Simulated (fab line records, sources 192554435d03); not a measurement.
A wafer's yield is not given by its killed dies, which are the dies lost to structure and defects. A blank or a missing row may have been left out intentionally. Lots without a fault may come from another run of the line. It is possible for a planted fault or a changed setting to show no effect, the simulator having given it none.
fab line records	flow n5_finfet
[record] lots = 24	wafers = 72	last_day = 18
route steps=1938 shown PMOS_HMC_CHANNEL_EPI@67 FIN_SAQP@101
lots that met no fault: from a run of the same line without faults
start_h: the number of hours between the record's first day and the start of the first shown wafer of the lot	wait_h: how many hours have passed since the lot's step before this one	" repeats the value in the row above	L1.1+2: a single row standing in for several wafers	- value missing, or start not given	* or withheld: withheld	< > ~ a bound
route shown NAME@n: names a module that has steps shown in the file, with the first one's number in the route	usual: mean and standard deviation over wafers with no fault	same: alike in all rows	chamber/n: place in a boat	sites: readings site by site	_std_site: their standard deviation	_edge_site: inner sites' mean taken away from outer sites' mean	radius_mm: for every site, how far away it sits from the centre of the wafer	mask NAME#n: copy n	behind: the tool/chamber that last shaped the wafer	hold: reason for holding the lot/hours on hold/outcome of the hold	device: whichever transistor did not switch (one of n, p or np)	end of line: tests of these same wafers at the route's end	for a step that has no rows: nothing shown but its recipe	killed: the dies lost at the first sort to structure and to defects; this is not the yield of the wafer	map: dies across one wafer; x = killed, . = not, _ = none there
set.NAME: the setting that was run; set.NAME@STEP: the one run at that earlier step	model.NAME: the simulator's own value behind a step, which no gauge read
one table for each step of the route and one row for each wafer, over a sample of lots
services: from which hour (start_h, from the record's first day; less than 0 if before it) a tool's chamber was out of use, for how many hours, and why
[[steps]]
[step N5_PMOS_HMC_CHANNEL_EPI_INSPECT_11]
[recipe] mode = adi	inspect_instrument = macro
[usual] raw_defect_count = 2.2/1.5
lot.wafer	tool	chamber	start_h	wait_h	raw_defect_count
L074.1	defect_inspect-01	-	17.77	0.0	1
L074.3	"	-	"	"	1
L074.4	"	-	"	"	2
L075.2	defect_inspect-02	-	23.51	0.0	1
L075.5	"	-	"	"	2
L075.6	"	-	"	"	4
L076.1	defect_inspect-01	-	29.59	0.0	1
L076.2	"	-	"	"	3
L076.4	"	-	"	"	1
L077.1	defect_inspect-01	-	35.13	0.0	2
L077.4	"	-	"	"	0
L077.5	"	-	"	"	1
L078.3	defect_inspect-02	-	41.41	0.0	2
L078.4	"	-	"	"	2
L078.5	"	-	"	"	2
L079.1	defect_inspect-02	-	47.15	0.0	2
L079.3	"	-	"	"	4
L079.4	"	-	"	"	3
L080.2	defect_inspect-01	-	53.92	0.0	2
L080.5	"	-	"	"	0
L080.6	"	-	"	"	3
L081.1	defect_inspect-02	-	59.04	0.0	4
L081.3	"	-	"	"	3
L081.4	"	-	"	"	1
L082.2	defect_inspect-02	-	65.36	0.0	1
L082.4	"	-	"	"	1
L082.5	"	-	"	"	3
L083.1	defect_inspect-02	-	72.25	0.0	4
L083.4	"	-	"	"	0
L083.5	"	-	"	"	2
L084.1	defect_inspect-01	-	77.21	0.0	1
L084.5	"	-	"	"	1
L084.6	"	-	"	"	0
L085.2	defect_inspect-02	-	83.32	0.0	5
L085.3	"	-	"	"	2
L085.4	"	-	"	"	3
L086.1	defect_inspect-02	-	89.42	0.0	4
L086.3	"	-	"	"	4
L086.5	"	-	"	"	4
L087.1	defect_inspect-02	-	95.73	0.0	3
L087.5	"	-	"	"	0
L087.6	"	-	"	"	1
L088.1	defect_inspect-02	-	101.82	0.0	2
L088.2	"	-	"	"	2
L088.5	"	-	"	"	1
L089.1	defect_inspect-01	-	107.57	0.0	3
L089.4	"	-	"	"	3
L089.5	"	-	"	"	3
L090.2	defect_inspect-02	-	113.03	0.0	5
L090.3	"	-	"	"	2
L090.5	"	-	"	"	0
L091.3	defect_inspect-02	-	119.31	0.0	0
L091.4	"	-	"	"	1
L091.5	"	-	"	"	2
L092.2	defect_inspect-02	-	125.08	0.0	6
L092.4	"	-	"	"	2
L092.5	"	-	"	"	4
L093.3	defect_inspect-01	-	132.33	0.0	2
L093.5	"	-	"	"	1
L093.6	"	-	"	"	4
L094.2	defect_inspect-02	-	137.86	0.0	0
L094.3	"	-	"	"	2
L094.5	"	-	"	"	1
L095.1	defect_inspect-02	-	143.70	0.0	3
L095.4	"	-	"	"	2
L095.6	"	-	"	"	4
L096.2	defect_inspect-02	-	149.56	0.0	2
L096.4	"	-	"	"	5
L096.5	"	-	"	"	2
L097.3	defect_inspect-01	-	156.75	0.0	4
L097.5	"	-	"	"	1
L097.6	"	-	"	"	3
[step N5_PMOS_HMC_CHANNEL_EPI_INSPECT_30]
[recipe] inspect_instrument = darkfield	mode = post_epi
[usual] raw_defect_count = 20/6.6
lot.wafer	tool	chamber	start_h	wait_h	raw_defect_count
L074.1	defect_inspect-02	-	20.55	0.0	16
L074.3	"	-	"	"	22
L074.4	"	-	"	"	20
L075.2	defect_inspect-01	-	26.30	0.0	25
L075.5	"	-	"	"	21
L075.6	"	-	"	"	29
L076.1	defect_inspect-01	-	32.37	0.0	28
L076.2	"	-	"	"	14
L076.4	"	-	"	"	20
L077.1	defect_inspect-01	-	38.31	0.0	17
L077.4	"	-	"	"	12
L077.5	"	-	"	"	13
L078.3	defect_inspect-02	-	44.88	0.0	19
L078.4	"	-	"	"	30
L078.5	"	-	"	"	20
L079.1	defect_inspect-01	-	50.43	0.0	28
L079.3	"	-	"	"	29
L079.4	"	-	"	"	34
L080.2	defect_inspect-01	-	57.74	0.0	18
L080.5	"	-	"	"	22
L080.6	"	-	"	"	25
L081.1	defect_inspect-01	-	62.11	0.0	11
L081.3	"	-	"	"	11
L081.4	"	-	"	"	10
L082.2	defect_inspect-01	-	68.63	0.0	13
L082.4	"	-	"	"	10
L082.5	"	-	"	"	20
L083.1	defect_inspect-01	-	75.40	0.0	10
L083.4	"	-	"	"	21
L083.5	"	-	"	"	24
L084.1	defect_inspect-02	-	80.49	0.0	19
L084.5	"	-	"	"	31
L084.6	"	-	"	"	20
L085.2	defect_inspect-01	-	86.62	0.0	23
L085.3	"	-	"	"	21
L085.4	"	-	"	"	20
L086.1	defect_inspect-02	-	92.21	0.0	12
L086.3	"	-	"	"	17
L086.5	"	-	"	"	12
L087.1	defect_inspect-02	-	98.69	0.0	17
L087.5	"	-	"	"	23
L087.6	"	-	"	"	22
L088.1	defect_inspect-01	-	105.01	0.0	18
L088.2	"	-	"	"	14
L088.5	"	-	"	"	21
L089.1	defect_inspect-02	-	110.45	0.0	19
L089.4	"	-	"	"	11
L089.5	"	-	"	"	10
L090.2	defect_inspect-01	-	116.52	0.0	18
L090.3	"	-	"	"	13
L090.5	"	-	"	"	14
L091.3	defect_inspect-01	-	122.20	0.0	17
L091.4	"	-	"	"	19
L091.5	"	-	"	"	16
L092.2	defect_inspect-01	-	128.37	0.0	18
L092.4	"	-	"	"	26
L092.5	"	-	"	"	28
L093.3	defect_inspect-01	-	136.17	0.0	30
L093.5	"	-	"	"	16
L093.6	"	-	"	"	17
L094.2	defect_inspect-01	-	141.04	0.0	18
L094.3	"	-	"	"	18
L094.5	"	-	"	"	20
L095.1	defect_inspect-01	-	146.99	0.0	20
L095.4	"	-	"	"	12
L095.6	"	-	"	"	9
L096.2	defect_inspect-01	-	153.08	0.0	14
L096.4	"	-	"	"	20
L096.5	"	-	"	"	20
L097.3	defect_inspect-01	-	160.02	0.0	27
L097.5	"	-	"	"	28
L097.6	"	-	"	"	17
[step N5_FIN_SAQP_THK_MEAS_07]
[usual] thk_nm = 59.9/0.78
lot.wafer	tool	chamber	start_h	wait_h	thk_nm
L074.1	film_metro-01	-	21.56	0.1	58.6
L074.3	"	-	"	"	59.4
L074.4	"	-	"	"	60.0
L075.2	film_metro-01	-	27.27	0.1	59.5
L075.5	"	-	"	"	60.1
L075.6	"	-	"	"	59.4
L076.1	film_metro-02	-	33.23	0.1	59.3
L076.2	"	-	"	"	59.1
L076.4	"	-	"	"	60.4
L077.1	film_metro-01	-	39.50	0.1	59.9
L077.4	"	-	"	"	60.6
L077.5	"	-	"	"	60.8
L078.3	film_metro-02	-	46.05	0.1	59.3
L078.4	"	-	"	"	59.8
L078.5	"	-	"	"	59.4
L079.1	film_metro-02	-	51.39	0.1	59.5
L079.3	"	-	"	"	60.3
L079.4	"	-	"	"	59.5
L080.2	film_metro-01	-	58.59	0.1	60.1
L080.5	"	-	"	"	60.3
L080.6	"	-	"	"	61.0
L081.1	film_metro-02	-	63.16	0.1	58.9
L081.3	"	-	"	"	58.5
L081.4	"	-	"	"	60.0
L082.2	film_metro-02	-	69.46	0.1	60.8
L082.4	"	-	"	"	61.4
L082.5	"	-	"	"	59.8
L083.1	film_metro-01	-	76.65	0.1	59.4
L083.4	"	-	"	"	60.7
L083.5	"	-	"	"	60.5
L084.1	film_metro-01	-	81.49	0.1	59.3
L084.5	"	-	"	"	60.6
L084.6	"	-	"	"	59.3
L085.2	film_metro-02	-	88.60	0.1	58.9
L085.3	"	-	"	"	59.8
L085.4	"	-	"	"	60.2
L086.1	film_metro-02	-	95.19	0.1	59.1
L086.3	"	-	"	"	59.2
L086.5	"	-	"	"	60.0
L087.1	film_metro-02	-	99.55	0.1	60.4
L087.5	"	-	"	"	60.3
L087.6	"	-	"	"	61.1
L088.1	film_metro-02	-	106.25	0.1	59.2
L088.2	"	-	"	"	60.6
L088.5	"	-	"	"	60.1
L089.1	film_metro-01	-	111.47	0.1	60.8
L089.4	"	-	"	"	60.6
L089.5	"	-	"	"	61.5
L090.2	film_metro-02	-	117.35	0.1	59.4
L090.3	"	-	"	"	58.8
L090.5	"	-	"	"	60.4
L091.3	film_metro-01	-	123.22	0.1	60.2
L091.4	"	-	"	"	61.1
L091.5	"	-	"	"	59.9
L092.2	film_metro-01	-	129.21	0.1	61.4
L092.4	"	-	"	"	61.1
L092.5	"	-	"	"	61.8
L093.3	film_metro-02	-	137.11	0.1	59.5
L093.5	"	-	"	"	59.4
L093.6	"	-	"	"	59.2
L094.2	film_metro-02	-	141.96	0.1	59.0
L094.3	"	-	"	"	60.6
L094.5	"	-	"	"	60.4
L095.1	film_metro-01	-	147.82	0.1	58.5
L095.4	"	-	"	"	59.3
L095.6	"	-	"	"	60.6
L096.2	film_metro-02	-	153.92	0.1	59.7
L096.4	"	-	"	"	59.5
L096.5	"	-	"	"	60.4
L097.3	film_metro-02	-	160.87	0.1	59.0
L097.5	"	-	"	"	60.5
L097.6	"	-	"	"	60.3
[step N5_FIN_SAQP_MANDREL_ETCH_22]
[recipe] target_depth_a = 600	chemistry = HBr/Cl2	target = a-Si	stop_on = SiNx	bt_time_s = 10	over_etch_frac = 0.5	time_s = 30	pressure_mtorr = 10	icp_w = 800	bias_w = 75	HBr_flow_sccm = 150	Cl2_flow_sccm = 80	ends = end_point
[usual] drypump_motor_current_A = 5.9/0.41	oes_product_au = 0.769/0.015	throttle_valve_pct = 35.28/0.28
lot.wafer	tool	chamber	start_h	wait_h	drypump_motor_current_A	oes_product_au	rf_hours_counter_h	throttle_valve_pct
L074.1	rie_si-01	2	22.43	0.0	5.5	0.772	29	35.16
L074.3	"	1	"	"	5.3	0.761	123	35.68
L074.4	"	3	"	"	5.5	0.752	64	35.88
L075.2	rie_si-04	3	28.13	0.0	5.8	0.759	5	35.21
L075.5	"	0	"	"	6.1	0.749	-	35.49
L075.6	"	3	"	"	5.8	0.755	-	35.22
L076.1	rie_si-01	0	34.12	0.0	6.7	0.748	6	34.80
L076.2	"	3	"	"	5.5	0.747	65	35.90
L076.4	"	2	"	"	5.5	0.791	29	35.13
L077.1	rie_si-02	2	40.24	0.0	5.9	0.782	77	35.41
L077.4	"	0	"	"	5.8	0.774	56	34.87
L077.5	"	1	"	"	5.5	0.786	-	35.12
L078.3	rie_si-04	3	46.91	0.0	5.8	0.761	6	35.22
L078.4	"	2	"	"	6.0	0.764	87	34.98
L078.5	"	0	"	"	6.1	0.748	-	35.49
L079.1	rie_si-01	1	52.26	0.0	5.3	0.757	123	35.70
L079.3	"	0	"	"	6.7	0.750	7	34.79
L079.4	"	3	"	"	5.5	0.745	65	35.89
L080.2	rie_si-04	2	59.49	0.0	6.0	0.777	88	34.95
L080.5	"	0	"	"	6.0	0.763	-	35.50
L080.6	"	1	"	"	6.5	0.784	-	35.25
L081.1	rie_si-01	0	64.30	0.0	6.7	0.747	7	34.80
L081.3	"	2	"	"	5.4	0.770	30	35.16
L081.4	"	1	"	"	5.3	0.765	124	35.70
L082.2	rie_si-04	0	70.21	0.0	6.1	0.762	3	35.48
L082.4	"	3	"	"	5.8	0.775	6	35.18
L082.5	"	3	"	"	5.8	0.765	-	35.20
L083.1	rie_si-02	2	77.39	0.0	5.9	0.785	78	35.41
L083.4	"	3	"	"	6.6	0.785	11	35.43
L083.5	"	1	"	"	5.5	0.774	-	35.13
L084.1	rie_si-02	1	82.22	0.0	5.5	0.771	7	35.13
L084.5	"	3	"	"	6.6	0.789	-	35.42
L084.6	"	0	"	"	5.7	0.756	-	34.87
L085.2	rie_si-02	1	89.46	0.0	5.5	0.768	7	35.14
L085.3	"	2	"	"	5.9	0.786	78	35.42
L085.4	"	3	"	"	6.6	0.790	11	35.44
L086.1	rie_si-04	3	96.06	0.0	5.8	0.758	6	35.21
L086.3	"	0	"	"	6.1	0.750	4	35.49
L086.5	"	3	"	"	5.8	0.768	-	35.20
L087.1	rie_si-02	3	100.49	0.0	6.6	0.787	11	35.43
L087.5	"	2	"	"	5.9	0.790	-	35.40
L087.6	"	1	"	"	5.5	0.779	-	35.11
L088.1	rie_si-02	0	107.27	0.0	5.8	0.756	57	34.89
L088.2	"	3	"	"	6.6	0.786	11	35.43
L088.5	"	3	"	"	6.6	0.782	-	35.44
L089.1	rie_si-02	0	112.33	0.0	5.8	0.771	57	34.87
L089.4	"	3	"	"	6.6	0.783	11	35.43
L089.5	"	3	"	"	6.6	0.795	-	35.41
L090.2	rie_si-04	1	118.22	0.0	6.5	0.774	10	35.29
L090.3	"	3	"	"	5.8	0.754	7	35.22
L090.5	"	3	"	"	5.8	0.765	-	35.20
L091.3	rie_si-04	2	123.96	0.0	6.0	0.778	89	34.95
L091.4	"	1	"	"	6.5	0.775	10	35.27
L091.5	"	2	"	"	6.0	0.776	-	34.97
L092.2	rie_si-04	1	130.07	0.0	6.5	0.780	10	35.26
L092.4	"	0	"	"	6.0	0.755	5	35.47
L092.5	"	2	"	"	6.0	0.787	-	34.94
L093.3	rie_si-02	3	138.03	0.0	6.6	0.769	12	35.46
L093.5	"	2	"	"	5.9	0.789	-	35.42
L093.6	"	1	"	"	5.5	0.776	-	35.14
L094.2	rie_si-01	0	142.82	0.0	6.7	0.740	8	34.79
L094.3	"	3	"	"	5.5	0.760	67	35.87
L094.5	"	2	"	"	5.4	0.780	-	35.14
L095.1	rie_si-01	2	148.68	0.0	5.5	0.783	31	35.16
L095.4	"	1	"	"	5.3	0.761	-	35.70
L095.6	"	2	"	"	5.5	0.791	-	35.13
L096.2	rie_si-04	0	154.93	0.0	6.0	0.741	5	35.50
L096.4	"	2	"	"	6.0	0.772	89	34.96
L096.5	"	0	"	"	6.0	0.766	-	35.50
L097.3	rie_si-04	1	161.91	0.0	6.5	0.757	11	35.29
L097.5	"	1	"	"	6.5	0.778	-	35.28
L097.6	"	0	"	"	6.1	0.755	-	35.47
[step N5_FIN_SAQP_SPACER2_ETCHBACK_29]
[recipe] chemistry = CHF3/O2	mode = anisotropic_etchback	target = SiO2	target_depth_a = 122	time_s = 6.1	pressure_mtorr = 30	source_w = 650	bias_w = 170	Ar_flow_sccm = 200	CHF3_flow_sccm = 50	O2_flow_sccm = 5	ion_energy_ev = 200
[usual] drypump_motor_current_A = 5.9/0.45	oes_product_au = 0.78/0.06	rf_vpp_V = 523/8.6	showerhead_plenum_p_Torr = 2.42/0.069	throttle_valve_pct = 18.97/0.23
lot.wafer	tool	chamber	start_h	wait_h	drypump_motor_current_A	oes_product_au	rf_hours_counter_h	rf_vpp_V	showerhead_plenum_p_Torr	throttle_valve_pct
L074.1	rie_diel-02	0	26.24	0.3	6.2	0.71	225	520	2.50	19.25
L074.3	"	1	"	"	5.8	0.82	106	516	2.44	19.02
L074.4	"	2	"	"	6.6	0.79	128	521	2.54	19.34
L075.2	rie_diel-01	2	31.30	0.2	5.5	0.84	54	526	2.33	18.83
L075.5	"	2	"	"	5.5	0.84	-	526	2.33	18.81
L075.6	"	1	"	"	6.2	0.92	-	534	2.46	18.96
L076.1	rie_diel-01	2	37.25	0.2	5.6	0.82	56	525	2.33	18.83
L076.2	"	3	"	"	6.7	0.74	178	533	2.50	19.16
L076.4	"	1	"	"	6.2	0.91	29	534	2.46	18.94
L077.1	rie_diel-01	0	43.71	0.2	5.9	0.78	121	515	2.32	18.67
L077.4	"	1	"	"	6.2	0.91	30	534	2.46	18.97
L077.5	"	3	"	"	6.7	0.75	-	533	2.50	19.17
L078.3	rie_diel-01	2	49.99	0.2	5.6	0.82	60	526	2.33	18.84
L078.4	"	3	"	"	6.7	0.74	183	533	2.50	19.17
L078.5	"	1	"	"	6.2	0.91	-	534	2.45	18.95
L079.1	rie_diel-01	2	55.47	0.2	5.6	0.83	62	525	2.33	18.84
L079.3	"	1	"	"	6.2	0.91	35	532	2.45	18.96
L079.4	"	3	"	"	6.7	0.74	185	532	2.50	19.19
L080.2	rie_diel-01	2	64.19	0.2	5.6	0.81	65	526	2.33	18.84
L080.5	"	0	"	"	5.9	0.76	-	513	2.32	18.67
L080.6	"	3	"	"	6.7	0.74	-	532	2.50	19.18
L081.1	rie_diel-01	3	68.32	0.2	6.7	0.73	189	531	2.50	19.20
L081.3	"	0	"	"	5.9	0.77	129	514	2.32	18.68
L081.4	"	2	"	"	5.6	0.81	-	526	2.33	18.85
L082.2	rie_diel-04	2	74.90	0.2	5.9	0.83	58	523	2.45	18.61
L082.4	"	3	"	"	5.6	0.72	216	536	2.49	19.30
L082.5	"	0	"	"	5.3	0.74	-	508	2.42	18.93
L083.1	rie_diel-04	2	80.92	0.2	6.0	0.84	61	521	2.45	18.59
L083.4	"	0	"	"	5.3	0.74	169	509	2.41	18.90
L083.5	"	0	"	"	5.3	0.73	-	510	2.41	18.91
L084.1	rie_diel-02	0	85.34	0.2	6.2	0.69	248	520	2.49	19.25
L084.5	"	3	"	"	5.2	0.74	-	520	2.42	18.79
L084.6	"	2	"	"	6.6	0.78	-	521	2.54	19.34
L085.2	rie_diel-01	1	94.99	0.2	6.2	0.89	45	533	2.45	18.98
L085.3	"	2	"	"	5.6	0.81	77	526	2.32	18.88
L085.4	"	3	"	"	6.7	0.73	200	534	2.50	19.20
L086.1	rie_diel-01	0	99.32	0.2	5.9	0.75	141	513	2.31	18.69
L086.3	"	3	"	"	6.7	0.72	201	533	2.49	19.20
L086.5	"	3	"	"	6.7	0.72	-	534	2.49	19.20
L087.1	rie_diel-02	3	103.93	0.3	5.2	0.72	169	522	2.42	18.80
L087.5	"	1	"	"	5.8	0.79	-	515	2.43	19.09
L087.6	"	3	"	"	5.2	0.73	-	521	2.42	18.80
L088.1	rie_diel-04	3	110.57	0.2	5.6	0.71	230	537	2.49	19.33
L088.2	"	1	"	"	5.5	0.86	58	522	2.45	19.04
L088.5	"	2	"	"	6.0	0.83	-	521	2.45	18.62
L089.1	rie_diel-01	0	115.41	0.2	5.9	0.76	146	514	2.31	18.69
L089.4	"	3	"	"	6.7	0.72	207	533	2.49	19.22
L089.5	"	0	"	"	5.9	0.76	-	514	2.31	18.71
L090.2	rie_diel-04	0	121.69	0.2	5.3	0.73	184	508	2.41	18.95
L090.3	"	3	"	"	5.6	0.70	233	536	2.48	19.32
L090.5	"	2	"	"	6.0	0.82	-	522	2.45	18.61
L091.3	rie_diel-04	1	127.23	0.2	5.5	0.84	63	522	2.45	19.06
L091.4	"	3	"	"	5.6	0.70	236	535	2.48	19.34
L091.5	"	1	"	"	5.5	0.84	-	521	2.45	19.05
L092.2	rie_diel-04	3	133.40	0.2	5.6	0.70	237	536	2.48	19.32
L092.4	"	1	"	"	5.5	0.85	66	522	2.45	19.06
L092.5	"	0	"	"	5.3	0.73	-	508	2.41	18.95
L093.3	rie_diel-04	3	141.90	0.3	5.6	0.69	240	536	2.48	19.33
L093.5	"	3	"	"	5.6	0.70	-	536	2.48	19.34
L093.6	"	0	"	"	5.3	0.71	-	508	2.41	18.95
L094.2	rie_diel-01	0	146.20	0.3	5.9	0.74	158	513	2.31	18.70
L094.3	"	3	"	"	6.7	0.71	218	532	2.49	19.22
L094.5	"	3	"	"	6.7	0.71	-	532	2.49	19.24
L095.1	rie_diel-04	2	151.96	0.4	6.0	0.81	86	520	2.44	18.64
L095.4	"	0	"	"	5.3	0.72	-	508	2.40	18.97
L095.6	"	2	"	"	5.9	0.81	-	522	2.44	18.65
L096.2	rie_diel-02	2	158.12	0.2	6.6	0.75	167	519	2.53	19.40
L096.4	"	1	"	"	5.8	0.77	150	515	2.42	19.13
L096.5	"	1	"	"	5.9	0.76	-	514	2.42	19.12
L097.3	rie_diel-01	0	165.28	0.2	5.9	0.73	165	515	2.30	18.73
L097.5	"	2	"	"	5.6	0.77	-	524	2.32	18.89
L097.6	"	3	"	"	6.7	0.71	-	532	2.49	19.23
[step N5_FIN_SAQP_MANDREL2_REMOVE_60]
[recipe] chemistry = HBr/Cl2/O2	bt_time_s = 10	target = a-Si	stop_on = SiNx	endpoint = OES-SiCl	over_etch_frac = 1	icp_w = 600	bias_w = 22	HBr_flow_sccm = 150	Cl2_flow_sccm = 80	O2_flow_sccm = 5	pressure_mtorr = 10
[usual] drypump_motor_current_A = 5.9/0.48	oes_product_au = 0.999/0.017	throttle_valve_pct = 36.6/0.35
lot.wafer	tool	chamber	start_h	wait_h	drypump_motor_current_A	oes_product_au	rf_hours_counter_h	throttle_valve_pct
L074.1	rie_si-01	3	26.32	0.1	5.5	1.001	65	37.2
L074.3	"	2	"	"	5.4	1.023	29	36.5
L074.4	"	0	"	"	6.8	0.972	6	36.1
L075.2	rie_si-04	0	31.38	0.1	6.1	0.980	3	36.8
L075.5	"	3	"	"	5.7	0.997	-	36.6
L075.6	"	0	"	"	6.0	0.985	-	36.8
L076.1	rie_si-01	1	37.34	0.1	5.3	0.996	123	37.0
L076.2	"	3	"	"	5.5	0.988	65	37.2
L076.4	"	0	"	"	6.7	0.976	6	36.1
L077.1	rie_si-01	2	43.80	0.1	5.4	1.013	30	36.5
L077.4	"	1	"	"	5.3	0.984	123	37.1
L077.5	"	0	"	"	6.7	0.976	-	36.1
L078.3	rie_si-04	0	50.08	0.1	6.1	0.987	3	36.8
L078.4	"	1	"	"	6.5	0.994	9	36.6
L078.5	"	2	"	"	6.0	1.022	-	36.3
L079.1	rie_si-04	0	55.56	0.1	6.1	0.981	3	36.8
L079.3	"	2	"	"	6.0	1.018	88	36.3
L079.4	"	1	"	"	6.5	0.980	9	36.6
L080.2	rie_si-02	1	64.28	0.1	5.5	1.032	6	36.5
L080.5	"	2	"	"	5.9	1.020	-	36.8
L080.6	"	3	"	"	6.6	1.029	-	36.8
L081.1	rie_si-02	1	68.41	0.1	5.5	1.013	6	36.5
L081.3	"	3	"	"	6.6	0.998	11	36.8
L081.4	"	0	"	"	5.8	0.981	57	36.2
L082.2	rie_si-01	1	74.99	0.1	5.3	0.986	124	37.1
L082.4	"	2	"	"	5.5	1.017	30	36.5
L082.5	"	2	"	"	5.5	1.022	-	36.5
L083.1	rie_si-01	0	81.01	0.1	6.8	0.982	7	36.1
L083.4	"	2	"	"	5.4	1.020	30	36.5
L083.5	"	0	"	"	6.7	0.976	-	36.1
L084.1	rie_si-02	1	85.42	0.1	5.5	1.027	7	36.5
L084.5	"	1	"	"	5.5	1.025	-	36.5
L084.6	"	2	"	"	5.9	1.024	-	36.8
L085.2	rie_si-01	0	95.08	0.1	6.7	0.974	7	36.1
L085.3	"	2	"	"	5.4	1.019	30	36.5
L085.4	"	1	"	"	5.3	0.999	124	37.0
L086.1	rie_si-01	3	99.41	0.1	5.5	0.999	66	37.2
L086.3	"	1	"	"	5.3	1.002	124	37.1
L086.5	"	1	"	"	5.3	0.992	-	37.0
L087.1	rie_si-01	0	104.01	0.1	6.7	0.977	8	36.1
L087.5	"	0	"	"	6.7	0.980	-	36.1
L087.6	"	1	"	"	5.3	1.006	-	37.1
L088.1	rie_si-01	1	110.65	0.1	5.3	0.984	125	37.1
L088.2	"	3	"	"	5.5	0.985	66	37.2
L088.5	"	2	"	"	5.4	1.022	-	36.5
L089.1	rie_si-04	2	115.50	0.1	6.0	1.014	89	36.3
L089.4	"	3	"	"	5.8	1.003	7	36.5
L089.5	"	1	"	"	6.5	1.006	-	36.6
L090.2	rie_si-04	0	121.77	0.1	6.0	0.984	4	36.8
L090.3	"	1	"	"	6.5	1.001	10	36.6
L090.5	"	0	"	"	6.0	0.984	-	36.8
L091.3	rie_si-01	1	127.31	0.1	5.3	1.003	125	37.1
L091.4	"	2	"	"	5.4	1.022	31	36.5
L091.5	"	3	"	"	5.5	0.991	-	37.2
L092.2	rie_si-04	1	133.48	0.1	6.5	0.997	10	36.6
L092.4	"	2	"	"	6.0	1.016	89	36.3
L092.5	"	0	"	"	6.0	0.971	-	36.8
L093.3	rie_si-02	2	141.98	0.1	5.9	1.033	79	36.7
L093.5	"	3	"	"	6.6	0.999	-	36.8
L093.6	"	2	"	"	5.9	1.030	-	36.8
L094.2	rie_si-01	0	146.29	0.1	6.7	0.983	8	36.1
L094.3	"	1	"	"	5.3	1.003	125	37.0
L094.5	"	3	"	"	5.5	0.986	-	37.2
L095.1	rie_si-04	3	152.06	0.1	5.8	1.001	7	36.6
L095.4	"	0	"	"	6.1	0.979	5	36.8
L095.6	"	2	"	"	6.0	1.012	-	36.3
L096.2	rie_si-04	3	158.20	0.1	5.8	0.981	8	36.5
L096.4	"	1	"	"	6.5	0.993	11	36.6
L096.5	"	2	"	"	6.0	1.004	-	36.3
L097.3	rie_si-04	2	165.37	0.1	6.0	1.004	90	36.3
L097.5	"	0	"	"	6.0	0.977	-	36.8
L097.6	"	1	"	"	6.6	0.986	-	36.6
[[services]]
tool	chamber	start_h	hours	kind
rie_diel-01	2	9.58	6.9	repair
rie_diel-01	3	12.47	18.8	repair
rie_si-04	-	15.56	4.1	repair
rie_si-02	0	20.01	7.1	repair
rie_diel-02	-	46.23	2.8	pm
rie_diel-02	2	49.88	22.3	repair
rie_diel-02	1	60.94	12.0	repair
rie_diel-01	1	68.06	6.8	repair
rie_si-04	0	82.52	3.3	repair
rie_diel-02	0	91.12	-	clean
rie_diel-02	0	91.12	-	consumable_replace:focus_ring
rie_diel-02	0	91.12	16.2	scheduled_down
rie_diel-02	0	91.12	16.2	vent_cycle
rie_diel-01	1	98.46	4.6	repair
rie_si-04	1	125.56	1.6	repair
rie_si-02	-	147.51	0.1	repair
rie_diel-04	3	149.90	3.7	repair
rie_diel-02	2	165.11	1.6	repair
[[key]]
fault none
